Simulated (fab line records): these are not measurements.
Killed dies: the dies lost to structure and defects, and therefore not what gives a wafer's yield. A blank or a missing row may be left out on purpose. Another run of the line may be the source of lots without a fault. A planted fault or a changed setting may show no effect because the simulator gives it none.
Chamber matching / flow n5-finfet / 3 sister chambers for N5_BEOL_M2_PRE_CLEAN_60 on cvd-co-02
The step time 15 s. 6 wafers are shown with their chamber, then 11 later ones without.

== WAFERS WITH THEIR CHAMBER ==
wafer=L088.2; chamber=1; heater-power-w (W)=57
wafer=L088.3; chamber=0; heater-power-w (W)=115
wafer=L090.1; chamber=0; heater-power-w (W)=118
wafer=L090.3; chamber=1; heater-power-w (W)=59
wafer=L090.5; chamber=2; heater-power-w (W)=89
wafer=L092.1; chamber=2; heater-power-w (W)=86

== WAFERS WHOSE CHAMBER IS MISSING ==
wafer=L092.3; heater-power-w (W)=59
wafer=L092.4; heater-power-w (W)=58
wafer=L095.1; heater-power-w (W)=88
wafer=L095.2; heater-power-w (W)=60
wafer=L095.4; heater-power-w (W)=87
wafer=L093.1; heater-power-w (W)=60
wafer=L093.5; heater-power-w (W)=60
wafer=L093.6; heater-power-w (W)=89
wafer=L097.2; heater-power-w (W)=117
wafer=L097.4; heater-power-w (W)=59
wafer=L097.5; heater-power-w (W)=116

== CHAMBER TAKEN BY EACH ==
wafer=L092.3; from the rows above=1; in truth=1
wafer=L092.4; from the rows above=1; in truth=1
wafer=L095.1; from the rows above=2; in truth=2
wafer=L095.2; from the rows above=1; in truth=1
wafer=L095.4; from the rows above=2; in truth=2
wafer=L093.1; from the rows above=1; in truth=1
wafer=L093.5; from the rows above=1; in truth=1
wafer=L093.6; from the rows above=2; in truth=2
wafer=L097.2; from the rows above=0; in truth=0
wafer=L097.4; from the rows above=1; in truth=1
wafer=L097.5; from the rows above=0; in truth=0
11 of 11 placed correctly. Number that these rows cannot place: 0. Number placed wrongly: 0.
How it was worked out, from the rows above alone: a wafer's distance from a chamber is the root of the sum, over the readings, of the square of ((its reading less the chamber's mean) divided by the reading's scatter). If the next closest chamber is less than 2 further off than the closest, the wafer can't be placed; otherwise it belongs to the closest. The mean given for a chamber averages the wafers shown for that chamber. The scatter is the square root of a quotient: the sum, over the shown wafers, of each reading's squared deviation from its chamber's mean, divided by wafers minus chambers.
